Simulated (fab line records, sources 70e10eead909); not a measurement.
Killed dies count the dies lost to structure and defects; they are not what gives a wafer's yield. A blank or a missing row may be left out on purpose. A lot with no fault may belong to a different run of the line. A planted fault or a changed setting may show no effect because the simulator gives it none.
Matching of chambers	flow nandHarc	NHARC_A_CONTACT_ETCH_92 on rieDiel-04: 4 sister chambers
The step etches the open film in CH3F/O2, target depth 40 nm, time 85.7 s. 16 wafers are shown with their chamber, then 8 later ones without.

== WAFERS WITH THEIR CHAMBER ==
wafer	chamber	drypumpMotorCurrentA (A)	showerheadPlenumPTorr (Torr)	rfVppV (V)
L255.2	1	6.0	2.41	245.2
L255.3	0	5.5	2.55	244.8
L255.4	3	5.2	2.38	245.0
L260.1	0	5.5	2.55	245.4
L260.3	3	5.2	2.38	242.3
L260.6	3	5.2	2.38	243.8
L262.1	2	6.1	2.60	245.5
L262.3	3	5.2	2.38	244.4
L262.5	0	5.5	2.55	245.0
L269.1	2	6.1	2.59	246.7
L269.4	3	5.2	2.38	244.5
L269.6	1	5.9	2.40	243.9
L270.4	3	5.2	2.38	243.2
L270.5	1	6.0	2.40	244.1
L270.6	0	5.5	2.54	245.4
L271.3	0	5.5	2.54	245.9

SIGNATURES (averages over the wafers above)
reading	chamber 0	chamber 1	chamber 2	chamber 3	scatter within a chamber
drypumpMotorCurrentA	5.500	5.967	6.100	5.200	0.0236
showerheadPlenumPTorr	2.5460	2.4033	2.5950	2.3800	0.00444
rfVppV	245.300	244.400	246.100	243.867	0.78
Rule: for a wafer and a chamber, the distance is found by dividing, reading by reading, the gap between the wafer's reading and the chamber's mean by the reading's scatter, squaring, summing and taking the root. If the next closest chamber is less than 2 further off than the closest, the wafer can't be placed; otherwise it belongs to the closest. The scatter: take each reading less its chamber's mean, square it, sum over the shown wafers, divide by the number of wafers less the number of chambers, and take the root.

== WAFERS WITH NO CHAMBER GIVEN ==
wafer	drypumpMotorCurrentA (A)	showerheadPlenumPTorr (Torr)	rfVppV (V)
L271.4	5.1	2.37	242.9
L271.5	6.0	2.40	243.6
L273.1	6.1	2.59	246.2
L273.3	5.2	2.37	243.6
L273.5	5.2	2.37	243.0
L272.3	6.1	2.59	247.1
L272.4	5.2	2.37	244.1
L272.5	5.5	2.54	245.0

== THE CHAMBER EACH PASSED THROUGH ==
wafer	from the rows above	in truth
L271.4	3	3
L271.5	1	1
L273.1	2	2
L273.3	3	3
L273.5	3	3
L272.3	2	2
L272.4	3	3
L272.5	0	0
8 of 8 placed correctly. From these rows, 0 cannot be placed. Number placed wrongly: 0.
